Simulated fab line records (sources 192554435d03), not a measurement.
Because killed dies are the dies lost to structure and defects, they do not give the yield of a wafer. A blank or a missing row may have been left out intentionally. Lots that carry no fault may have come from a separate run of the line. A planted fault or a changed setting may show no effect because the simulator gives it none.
fab line records | flow n5Finfet
record: lots: 5 wafers: 15 lastDay: 17
route steps=1938 shown PASSIVATION@1910
lots untouched by any fault: they come from a run of this same line in which no faults occurred
startH: hours from the record's first day to the start of the lot's first wafer shown | waitH: hours from the lot's prior step to this one | " the same as in the row above | L1.1+2: a row that stands for several wafers | - either no value or no given start | * or withheld: withheld | < > ~ a bound
route shown NAME@n: NAME is a module with steps in the file, n the number in the route of the first one | usual: the fault-free wafers' mean and standard deviation | same: alike in all rows | chamber/n: place in a boat | sites: per-site readings | _std_site: how widely they spread, as a standard deviation | _edge_site: inner sites' mean taken away from outer sites' mean | radiusMm: how far each site lies from the wafer's centre | mask NAME#n: copy n | behind: the last tool/chamber to shape the wafer | hold: reason for holding the lot/hours on hold/outcome of the hold | device: transistor that didn't switch, given as n, p or np | end of line: tests of these same wafers at the route's end | for a step that has no rows: nothing shown but its recipe | killed: the dies lost at the first sort to structure and to defects; this is not the yield of the wafer | map: a wafer's dies, x killed, . not, _ none there
set.NAME: the setting that was run; set.NAME@STEP: the one run at that earlier step | model.NAME: the simulator's own value behind a step, which no gauge read
a table for each step, a row for each wafer; lots at some steps of the route
services: a tool's chamber out of use, with start hour (startH, from the record's first day; less than 0 if before it), hours out, and reason
== steps ==
step: N5_PASSIVATION_ETCH_59
recipe: chemistry: Cl2/BCl3 target: TaN targetDepthA: 650 timeS: 34.9 ionEnergyEv: 100 pressureMtorr: 10 icpW: 900 biasW: 100 Cl2_flow_sccm: 60 bcl3FlowSccm: 30
usual: drypumpMotorCurrentA: 5.8/0.45 oesProductAu: 0.75/0.063 rfFwdPowerW: 893.5/3 throttleValvePct: 21.35/0.25
columns lot.wafer tool chamber startH waitH drypumpMotorCurrentA oesProductAu rfFwdPowerW rfHoursCounterH throttleValvePct
L082.4 rieMetal-02 0 309.07 0.2 5.9 0.72 890.6 - 21.56
L082.5 " 1 " " 6.3 0.75 895.1 - 21.51
L082.6 " 0 " " 5.9 0.72 890.4 - 21.53
L081.1 rieMetal-02 1 313.11 0.3 6.3 0.74 896.3 40 21.52
L081.2 " 0 " " 5.9 0.72 893.5 87 21.53
L081.5 " 1 " " 6.3 0.73 896.0 - 21.50
L089.2 rieMetal-02 1 365.52 0.3 6.3 0.73 895.6 47 21.53
L089.3 " 1 " " 6.3 0.73 893.3 - 21.52
L089.5 " 0 " " 5.9 0.70 892.9 - 21.57
L091.1 rieMetal-02 0 376.70 0.7 5.9 0.70 894.7 95 21.58
L091.3 " 0 " " 5.9 0.71 891.6 - 21.59
L091.5 " 0 " " 5.9 0.70 893.1 - 21.56
L096.1 rieMetal-01 0 409.21 0.3 5.6 0.71 895.2 68 21.27
L096.3 " 0 " " 5.7 0.72 899.7 - 21.27
L096.5 " 0 " " 5.6 0.72 899.5 - 21.26
step: N5_PASSIVATION_STRIP_34
recipe: chemistry: O2 powerW: 600 tempC: 60 pressureMtorr: 30 rfFrequencyHz: 6e+07 biasPowerW: 0 overashFraction: 2 o2FlowSccm: 225
usual: drypumpMotorCurrentA: 5.5/0.37 oesProductAu: 0.80/0.083 rfVppV: 3.8/1.5 showerheadPlenumPTorr: 2.08/0.091 throttleValvePct: 16.64/0.29
columns lot.wafer tool chamber startH waitH drypumpMotorCurrentA oesProductAu rfHoursCounterH rfVppV showerheadPlenumPTorr throttleValvePct
L082.4 rieDiel-01 2 309.25 0.1 5.4 0.79 115 3.8 2.15 16.89
L082.5 " 3 " " 5.9 0.67 - 5.2 2.18 17.02
L082.6 " 2 " " 5.4 0.77 - 3.8 2.15 16.85
L081.1 rieDiel-04 1 313.23 0.1 5.6 0.93 39 2.9 2.20 16.40
L081.2 " 0 " " 6.0 0.83 61 3.8 2.12 16.42
L081.5 " 1 " " 5.6 0.93 - 1.2 2.20 16.34
L089.2 rieDiel-04 1 365.68 0.1 5.6 0.86 57 3.7 2.19 16.38
L089.3 " 0 " " 6.0 0.79 77 4.6 2.12 16.46
L089.5 " 2 " " 5.7 0.86 - 4.8 2.11 16.72
L091.1 rieDiel-04 3 376.92 0.2 5.0 0.80 76 5.6 2.13 16.25
L091.3 " 1 " " 5.6 0.89 61 3.0 2.19 16.36
L091.5 " 3 " " 5.1 0.80 - 5.0 2.13 16.32
L096.1 rieDiel-05 2 409.33 0.1 5.7 0.72 231 2.0 1.91 17.29
L096.3 " 3 " " 5.0 0.85 38 2.9 2.13 16.44
L096.5 " 1 " " 5.5 0.73 - 4.1 2.01 16.64
step: N5_PASSIVATION_STRIP_51
recipe: chemistry: postEtchResidueRemover timeS: 1200 tempC: 72.5
columns lot.wafer tool chamber startH waitH
L082.4+5+6 wetBench-04 2,0,4 309.31 -
L081.1+2+5 wetBench-03 0,2,4 313.30 -
L089.2+3+5 wetBench-04 2,3,4 365.74 -
L091.1+3+5 wetBench-03 1,0,3 376.98 -
L096.1+3+5 wetBench-02 0,6,7 409.39 -
step: N5_PASSIVATION_CLEAN_69
recipe: chemistry: IPA timeS: 180 tempC: 25
columns lot.wafer tool chamber startH waitH
L082.4+5+6 wetBench-04 2,0,4 309.65 0.0
L081.1+2+5 wetBench-03 0,2,4 313.66 0.0
L089.2+3+5 wetBench-04 2,3,4 366.08 0.0
L091.1+3+5 wetBench-03 1,0,3 377.32 0.0
L096.1+3+5 wetBench-02 0,6,7 409.73 0.0
step: N5_PASSIVATION_SRD_70
recipe: dry: ipaMarangoni timeS: 30 tempC: 23 rinseLiquid: diw
columns lot.wafer tool chamber startH waitH
L082.4+5+6 wetBench-04 2,0,4 309.70 0.0
L081.1+2+5 wetBench-03 0,2,4 313.72 0.0
L089.2+3+5 wetBench-04 2,3,4 366.13 0.0
L091.1+3+5 wetBench-03 1,0,3 377.37 0.0
L096.1+3+5 wetBench-02 0,6,7 409.78 0.0
step: N5_PASSIVATION_PECVD_53
recipe: material: SiO2 targetThkA: 8000 tempC: 400 precursor: TEOS/O2 pressureTorr: 6.5 rfW: withheld teosFlowSccm: withheld gas: O2 flowSccm: 2650 timeS: 169.4
usual: susceptorTempC: 399.95/0.21
columns lot.wafer tool chamber startH waitH susceptorTempC
L082.4 pecvd-02 2 309.80 0.1 399.69
L082.5 " 1 " " 400.05
L082.6 " 0 " " 400.18
L081.1 pecvd-02 2 313.77 0.0 399.79
L081.2 " 1 " " 400.11
L081.5 " 1 " " 400.24
L089.2 pecvd-02 2 366.18 0.0 399.95
L089.3 " 1 " " 399.99
L089.5 " 2 " " 399.75
L091.1 pecvd-02 2 377.42 0.0 400.31
L091.3 " 0 " " 400.05
L091.5 " 1 " " 399.82
L096.1 pecvd-03 0 409.83 0.0 400.18
L096.3 " 1 " " 400.07
L096.5 " 0 " " 400.03
step: N5_PASSIVATION_PECVD_35
recipe: material: SiNx targetThkA: 7000 tempC: 400 precursor: SiH4/NH3/N2 pressureTorr: 4.9 rfW: 1406 timeS: 151.3
usual: heaterPowerOuterW: 148/59 heaterPowerW: 348/93 rfFwdPowerW: 1402/4.3 showerheadPlenumPTorr: 8.68/0.064 susceptorTempC: 400.00/0.23 throttleValvePct: 28.9/1.2
columns lot.wafer tool chamber startH waitH heaterPowerOuterW heaterPowerW rfFwdPowerW showerheadPlenumPTorr susceptorTempC throttleValvePct
L082.4 pecvd-02 2 309.91 0.1 44 206 1398 8.58 399.81 28.6
L082.5 " 1 " " 113 257 1403 8.68 399.45 30.7
L082.6 " 0 " " 151 419 1408 8.69 399.45 27.2
L081.1 pecvd-02 2 313.88 0.1 117 301 1402 8.58 399.68 28.5
L081.2 " 1 " " 219 397 1398 8.71 400.04 30.8
L081.5 " 1 " " 116 261 1401 8.70 400.08 30.7
L089.2 pecvd-02 2 366.29 0.1 126 318 1401 8.56 399.94 29.0
L089.3 " 1 " " 191 363 1405 8.71 399.83 30.9
L089.5 " 2 " " 145 332 1399 8.60 400.02 29.1
L091.1 pecvd-02 2 377.53 0.1 128 307 1406 8.56 400.04 28.9
L091.3 " 0 " " 279 594 1398 8.69 400.30 27.2
L091.5 " 1 " " 216 384 1396 8.71 400.25 30.9
L096.1 pecvd-03 0 409.94 0.1 150 378 1406 8.58 400.11 32.5
L096.3 " 1 " " 119 282 1399 8.60 399.60 29.5
L096.5 " 0 " " 174 418 1402 8.59 400.03 32.3
step: N5_PASSIVATION_HMDS_37
recipe: timeS: 60 tempC: 120
columns lot.wafer tool chamber startH waitH
L082.4+5+6 lithoTrack-01 0 310.00 0.0
L081.1+2+5 lithoTrack-01 0 314.01 0.1
L089.2+3+5 lithoTrack-03 0 366.43 0.1
L091.1+3+5 lithoTrack-01 0 377.66 0.1
L096.1+3+5 lithoTrack-04 0 410.08 0.1
step: N5_PASSIVATION_COAT_38
recipe: spinRpm: 3000 resistThkNm: withheld
columns lot.wafer tool chamber startH waitH
L082.4+5+6 lithoTrack-01 0 - -
L081.1+2+5 lithoTrack-01 0 - -
L089.2+3+5 lithoTrack-03 0 - -
L091.1+3+5 lithoTrack-01 0 - -
L096.1+3+5 lithoTrack-04 0 - -
step: N5_PASSIVATION_EBR_40
recipe: solvent: PGMEA ebrWidthMm: 1.5
columns lot.wafer tool chamber startH waitH
L082.4+5+6 lithoTrack-01 0 - -
L081.1+2+5 lithoTrack-01 0 - -
L089.2+3+5 lithoTrack-03 0 - -
L091.1+3+5 lithoTrack-01 0 - -
L096.1+3+5 lithoTrack-04 0 - -
step: N5_PASSIVATION_SOFTBAKE_39
recipe: tempC: 110 timeS: 120
columns lot.wafer tool chamber startH waitH
L082.4+5+6 lithoTrack-01 0 - -
L081.1+2+5 lithoTrack-01 0 - -
L089.2+3+5 lithoTrack-03 0 - -
L091.1+3+5 lithoTrack-01 0 - -
L096.1+3+5 lithoTrack-04 0 - -
step: N5_PASSIVATION_EXPOSE_41
recipe: maskId: PASS_OPEN na: 0.55 defocusNm: 0 sourceShape: conventional sigmaOuter: 0.8 polarization: unpolarized targetCdNm: 40000 doseMj: 57.25
columns lot.wafer tool chamber startH waitH mask
L082.4+5+6 krfScanner-02 0 310.13 - PASS_OPEN#0
L081.1+2+5 krfScanner-02 0 314.26 - PASS_OPEN#0
L089.2+3+5 krfScanner-01 0 366.67 - PASS_OPEN#0
L091.1+3+5 krfScanner-02 0 377.78 - PASS_OPEN#0
L096.1+3+5 krfScanner-01 0 410.19 - PASS_OPEN#0
step: N5_PASSIVATION_PEB_42
recipe: pebTempC: withheld pebTimeS: *
columns lot.wafer tool chamber startH waitH
L082.4+5+6 lithoTrack-01 0 310.17 0.0
L081.1+2+5 lithoTrack-01 0 314.32 0.1
L089.2+3+5 lithoTrack-01 0 366.73 0.0
L091.1+3+5 lithoTrack-04 0 377.84 0.1
L096.1+3+5 lithoTrack-01 0 410.25 0.1
step: N5_PASSIVATION_DEVELOP_43
recipe: developTimeS: 60 rinseLiquid: diw dry: airSpin devTempC: 21
columns lot.wafer tool chamber startH waitH
L082.4+5+6 lithoTrack-01 0 - -
L081.1+2+5 lithoTrack-01 0 - -
L089.2+3+5 lithoTrack-01 0 - -
L091.1+3+5 lithoTrack-04 0 - -
L096.1+3+5 lithoTrack-01 0 - -
step: N5_PASSIVATION_HARDBAKE_45
recipe: tempC: 130 timeS: 120
columns lot.wafer tool chamber startH waitH
L082.4+5+6 lithoTrack-01 0 - -
L081.1+2+5 lithoTrack-01 0 - -
L089.2+3+5 lithoTrack-01 0 - -
L091.1+3+5 lithoTrack-04 0 - -
L096.1+3+5 lithoTrack-01 0 - -
step: N5_PASSIVATION_CD_MEAS_44
recipe: targetCdNm: 40000 landingEnergyEv: 500 detector: seInlens
usual: cdNm: 40000/3.7
columns lot.wafer tool chamber startH waitH cdNm
L082.4 cdSem-03 0 310.30 - 39998
L082.5 " 0 " " 40004
L082.6 " 0 " " 40006
L081.1 cdSem-01 0 314.44 - 40001
L081.2 " 0 " " 40005
L081.5 " 0 " " 39993
L089.2 cdSem-02 0 366.85 - 40001
L089.3 " 0 " " 39997
L089.5 " 0 " " 39995
L091.1 cdSem-02 0 377.96 - 40003
L091.3 " 0 " " 40003
L091.5 " 0 " " 40002
L096.1 cdSem-03 0 410.37 - 39995
L096.3 " 0 " " 39994
L096.5 " 0 " " 40002
step: N5_PASSIVATION_OVL_MEAS_66
recipe: pointsPerWafer: 44
usual: PASS_OPEN_OVL: -3/4.9
columns lot.wafer tool chamber startH waitH PASS_OPEN_OVL[nm]
L082.4 overlay-02 0 310.32 0.0 -4
L082.5 " 0 " " 3
L082.6 " 0 " " -1
L081.1 overlay-01 0 314.47 0.0 -1
L081.2 " 0 " " -2
L081.5 " 0 " " 1
L089.2 overlay-02 0 366.88 0.0 4
L089.3 " 0 " " -1
L089.5 " 0 " " -2
L091.1 overlay-02 0 377.99 0.0 -11
L091.3 " 0 " " -4
L091.5 " 0 " " -3
L096.1 overlay-02 0 410.40 0.0 -7
L096.3 " 0 " " -14
L096.5 " 0 " " -13
step: N5_PASSIVATION_INSPECT_67
recipe: mode: adi inspectInstrument: macro
usual: rawDefectCount: 2.0/1.3
columns lot.wafer tool chamber startH waitH rawDefectCount
L082.4 defectInspect-01 - 310.35 0.0 0
L082.5 " - " " 2
L082.6 " - " " 3
L081.1 defectInspect-02 - 314.49 0.0 4
L081.2 " - " " 5
L081.5 " - " " 1
L089.2 defectInspect-01 - 366.90 0.0 3
L089.3 " - " " 2
L089.5 " - " " 2
L091.1 defectInspect-02 - 378.01 0.0 2
L091.3 " - " " 3
L091.5 " - " " 3
L096.1 defectInspect-02 - 410.43 0.0 1
L096.3 " - " " 1
L096.5 " - " " 6
step: N5_PASSIVATION_DESCUM_46
recipe: chemistry: O2 timeS: 7.9 sourcePowerW: 50 biasPowerW: 20 pressureMtorr: 20 rfFrequencyHz: 2.712e+07 tempC: 40 o2FlowSccm: 225
usual: drypumpMotorCurrentA: 5.5/0.38 oesProductAu: 0.80/0.078 rfFwdPowerW: 49.41/0.22 rfVppV: 243.0/1.4 showerheadPlenumPTorr: 2.08/0.084 throttleValvePct: 20.4/0.3
columns lot.wafer tool chamber startH waitH drypumpMotorCurrentA oesProductAu rfFwdPowerW rfHoursCounterH rfVppV showerheadPlenumPTorr throttleValvePct
L082.4 rieDiel-04 0 310.46 0.1 6.0 0.82 49.38 59 243.9 2.12 20.2
L082.5 " 2 " " 5.7 0.88 49.51 - 243.0 2.11 20.4
L082.6 " 1 " " 5.6 0.92 49.41 - 244.2 2.19 20.1
L081.1 rieDiel-01 3 314.53 0.0 5.9 0.68 49.34 242 243.5 2.18 20.8
L081.2 " 2 " " 5.4 0.79 49.56 117 242.9 2.15 20.7
L081.5 " 1 " " 5.2 0.73 49.18 - 243.7 2.05 20.5
L089.2 rieDiel-04 3 366.93 0.0 5.0 0.80 49.37 71 244.0 2.13 20.0
L089.3 " 1 " " 5.6 0.89 49.41 57 245.0 2.19 20.1
L089.5 " 0 " " 6.0 0.82 49.19 - 244.7 2.11 20.2
L091.1 rieDiel-04 0 378.05 0.0 6.0 0.81 49.29 82 244.5 2.11 20.2
L091.3 " 1 " " 5.6 0.87 49.40 61 245.4 2.19 20.1
L091.5 " 0 " " 6.0 0.81 49.15 - 242.4 2.11 20.2
L096.1 rieDiel-05 3 410.65 0.2 5.0 0.86 49.22 38 244.0 2.13 20.2
L096.3 " 2 " " 5.7 0.70 49.03 232 240.4 1.91 21.1
L096.5 " 0 " " 4.9 0.91 49.00 - 244.5 2.20 20.1
step: N5_PASSIVATION_PASS_ETCH_47
recipe: chemistry: CF4/O2 target: SiNx targetDepthA: 7700 timeS: 385 ionEnergyEv: 100 pressureMtorr: 40 sourceW: 535 biasW: 49 Ar_flow_sccm: 100 cf4FlowSccm: 100 O2_flow_sccm: 10
usual: drypumpMotorCurrentA: 5.5/0.38 oesProductAu: 0.79/0.074 rfFwdPowerW: 534.1/1.8 rfVppV: 245/9.4 showerheadPlenumPTorr: 2.20/0.08 throttleValvePct: 15.83/0.26
columns lot.wafer tool chamber startH waitH drypumpMotorCurrentA oesProductAu rfFwdPowerW rfHoursCounterH rfVppV showerheadPlenumPTorr throttleValvePct
L082.4 rieDiel-04 0 310.49 0.0 6.0 0.83 534.0 59 245 2.24 15.62
L082.5 " 2 " " 5.7 0.87 536.1 - 254 2.25 15.96
L082.6 " 1 " " 5.6 0.89 533.5 - 239 2.33 15.62
L081.1 rieDiel-01 3 314.56 0.0 5.9 0.68 533.6 242 258 2.25 16.05
L081.2 " 2 " " 5.4 0.80 536.5 117 255 2.22 15.82
L081.5 " 1 " " 5.2 0.72 536.2 - 235 2.17 16.03
L089.2 rieDiel-04 3 366.97 0.0 5.1 0.81 533.8 71 235 2.23 15.39
L089.3 " 1 " " 5.6 0.86 532.6 57 239 2.32 15.67
L089.5 " 0 " " 6.0 0.81 533.9 - 248 2.23 15.65
L091.1 rieDiel-04 0 378.08 0.0 6.0 0.80 533.3 82 246 2.23 15.65
L091.3 " 1 " " 5.6 0.86 535.0 61 240 2.32 15.67
L091.5 " 0 " " 6.0 0.80 534.1 - 246 2.23 15.65
L096.1 rieDiel-05 3 410.69 0.0 5.0 0.86 531.1 38 236 2.24 15.66
L096.3 " 2 " " 5.7 0.72 534.6 232 236 2.01 16.41
L096.5 " 0 " " 4.9 0.91 535.2 - 240 2.35 15.72
step: N5_PASSIVATION_ETCH_54
recipe: chemistry: CHF3/O2 target: SiO2 targetDepthA: 8800 CHF3_flow_sccm: 50 O2_flow_sccm: 5 Ar_flow_sccm: 200 timeS: 440 maskMaterial: PR pressureMtorr: 30 sourceW: 650 biasW: 170 ionEnergyEv: 200
usual: drypumpMotorCurrentA: 5.5/0.38 oesProductAu: 0.79/0.074 rfFwdPowerW: 648.8/2.1 rfVppV: 533/20 showerheadPlenumPTorr: 2.40/0.094 throttleValvePct: 18.79/0.25
columns lot.wafer tool chamber startH waitH drypumpMotorCurrentA oesProductAu rfFwdPowerW rfHoursCounterH rfVppV showerheadPlenumPTorr throttleValvePct
L082.4 rieDiel-04 0 310.72 0.1 6.1 0.83 651.4 60 536 2.47 18.73
L082.5 " 2 " " 5.7 0.88 647.9 - 555 2.47 19.00
L082.6 " 1 " " 5.6 0.90 648.1 - 525 2.58 18.77
L081.1 rieDiel-01 3 314.79 0.1 5.9 0.68 652.7 242 562 2.47 18.96
L081.2 " 2 " " 5.4 0.79 653.2 117 554 2.43 18.80
L081.5 " 1 " " 5.2 0.71 646.0 - 515 2.38 18.95
L089.2 rieDiel-04 3 367.20 0.1 5.1 0.82 649.4 71 513 2.44 18.31
L089.3 " 1 " " 5.6 0.86 647.3 57 525 2.57 18.81
L089.5 " 0 " " 6.0 0.80 648.9 - 537 2.46 18.76
L091.1 rieDiel-04 0 378.31 0.1 6.0 0.81 652.0 82 536 2.46 18.76
L091.3 " 1 " " 5.6 0.86 647.0 62 524 2.57 18.80
L091.5 " 0 " " 6.0 0.81 650.3 - 537 2.46 18.76
L096.1 rieDiel-05 3 410.91 0.1 5.0 0.86 649.4 38 514 2.44 18.50
L096.3 " 2 " " 5.7 0.71 650.0 232 515 2.19 19.33
L096.5 " 0 " " 4.9 0.92 648.7 - 518 2.54 18.56
step: N5_PASSIVATION_STRIP_48
recipe: chemistry: O2 powerW: 600 tempC: 60 pressureMtorr: 30 rfFrequencyHz: 6e+07 biasPowerW: 0 overashFraction: 0.5 o2FlowSccm: 225
usual: drypumpMotorCurrentA: 5.5/0.38 oesProductAu: 0.79/0.082 rfVppV: 3.9/2.7 showerheadPlenumPTorr: 2.09/0.084 throttleValvePct: 16.63/0.28
columns lot.wafer tool chamber startH waitH drypumpMotorCurrentA oesProductAu rfHoursCounterH rfVppV showerheadPlenumPTorr throttleValvePct
L082.4 rieDiel-04 0 311.01 0.1 6.0 0.82 60 5.6 2.12 16.48
L082.5 " 2 " " 5.7 0.85 - 4.3 2.12 16.69
L082.6 " 1 " " 5.6 0.89 - 2.5 2.20 16.39
L081.1 rieDiel-01 3 315.08 0.1 5.9 0.66 242 2.2 2.18 17.08
L081.2 " 2 " " 5.4 0.79 117 3.1 2.15 16.96
L081.5 " 1 " " 5.2 0.73 - 2.8 2.06 16.83
L089.2 rieDiel-04 3 367.49 0.1 5.0 0.83 72 6.3 2.13 16.30
L089.3 " 1 " " 5.6 0.86 57 4.2 2.19 16.43
L089.5 " 0 " " 6.0 0.80 - 1.7 2.12 16.48
L091.1 rieDiel-04 0 378.60 0.1 6.0 0.82 82 3.7 2.12 16.50
L091.3 " 1 " " 5.6 0.90 62 7.8 2.19 16.38
L091.5 " 0 " " 6.1 0.80 - 5.2 2.11 16.48
L096.1 rieDiel-05 3 411.20 0.1 5.0 0.88 38 1.8 2.13 16.38
L096.3 " 2 " " 5.7 0.69 232 5.9 1.91 17.20
L096.5 " 0 " " 4.8 0.90 - 8.5 2.20 16.35
step: N5_PASSIVATION_STRIP_52
recipe: chemistry: postEtchResidueRemover timeS: 1200 tempC: 72.5
columns lot.wafer tool chamber startH waitH
L082.4+5+6 wetBench-02 1,3,0 311.08 -
L081.1+2+5 wetBench-04 7,4,0 315.15 -
L089.2+3+5 wetBench-03 0,7,5 367.55 -
L091.1+3+5 wetBench-02 3,1,0 378.67 -
L096.1+3+5 wetBench-02 0,3,4 411.27 -
step: N5_PASSIVATION_CLEAN_71
recipe: chemistry: IPA timeS: 180 tempC: 25
columns lot.wafer tool chamber startH waitH
L082.4+5+6 wetBench-02 1,3,0 311.41 0.0
L081.1+2+5 wetBench-04 7,4,0 315.48 0.0
L089.2+3+5 wetBench-03 0,7,5 367.89 0.0
L091.1+3+5 wetBench-02 3,1,0 379.03 0.0
L096.1+3+5 wetBench-02 0,3,4 411.60 0.0
step: N5_PASSIVATION_SRD_72
recipe: dry: ipaMarangoni timeS: 30 tempC: 23 rinseLiquid: diw
columns lot.wafer tool chamber startH waitH
L082.4+5+6 wetBench-02 1,3,0 311.46 0.0
L081.1+2+5 wetBench-04 7,4,0 315.53 0.0
L089.2+3+5 wetBench-03 0,7,5 367.94 0.0
L091.1+3+5 wetBench-02 3,1,0 379.09 0.0
L096.1+3+5 wetBench-02 0,3,4 411.66 0.0
step: N5_PASSIVATION_ANNEAL_56
recipe: tempC: 400 timeS: 1800 ambient: FGA idleTempC: 300 rampUpCPerMin: 5 rampDownCPerMin: 3
usual: tube_center_temp_C_max: 401.06/0.17
columns lot.wafer tool chamber startH waitH tube_center_temp_C_max
L082.4 furnace-03 0 311.50 0.0 401.20
L082.5 " 0 " " 400.75
L082.6 " 0 " " 400.87
L081.1 furnace-01 0 315.58 0.0 400.94
L081.2 " 0 " " 401.10
L081.5 " 0 " " 400.94
L089.2 furnace-03 0 367.98 0.0 400.81
L089.3 " 0 " " 401.04
L089.5 " 0 " " 401.55
L091.1 furnace-03 0 379.13 0.0 400.99
L091.3 " 0 " " 401.05
L091.5 " 0 " " 400.83
L096.1 furnace-03 0 411.70 0.0 401.13
L096.3 " 0 " " 401.32
L096.5 " 0 " " 401.03
== services ==
columns tool chamber startH hours kind
rieDiel-01 1 286.84 1.3 repair
pecvd-03 - 290.28 1.3 repair
rieDiel-05 3 295.88 15.1 repair
krfScanner-01 - 305.63 0.8 pm
krfScanner-02 - 307.80 1.0 pm
krfScanner-01 - 310.58 3.6 pm
rieDiel-01 0 311.92 8.4 repair
rieDiel-05 0 314.81 2.2 repair
rieMetal-01 - 314.85 14.6 pm
rieDiel-01 3 337.19 - clean
rieDiel-01 3 337.19 - consumableReplace:focusRing
rieDiel-01 3 337.19 15.0 scheduledDown
rieDiel-01 3 337.19 15.0 ventCycle
rieDiel-05 0 342.27 - clean
rieDiel-05 0 342.27 - consumableReplace:focusRing
lithoTrack-04 - 342.51 - consumableReplace:filter
krfScanner-02 - 346.67 1.7 repair
krfScanner-02 - 348.53 1.3 pm
rieMetal-02 - 353.42 1.4 pm
krfScanner-01 - 361.85 1.3 pm
krfScanner-01 - 373.13 0.2 repair
rieMetal-02 1 375.49 21.2 repair
krfScanner-02 - 406.69 4.1 repair
krfScanner-02 - 411.02 0.8 pm
== key ==
fault none
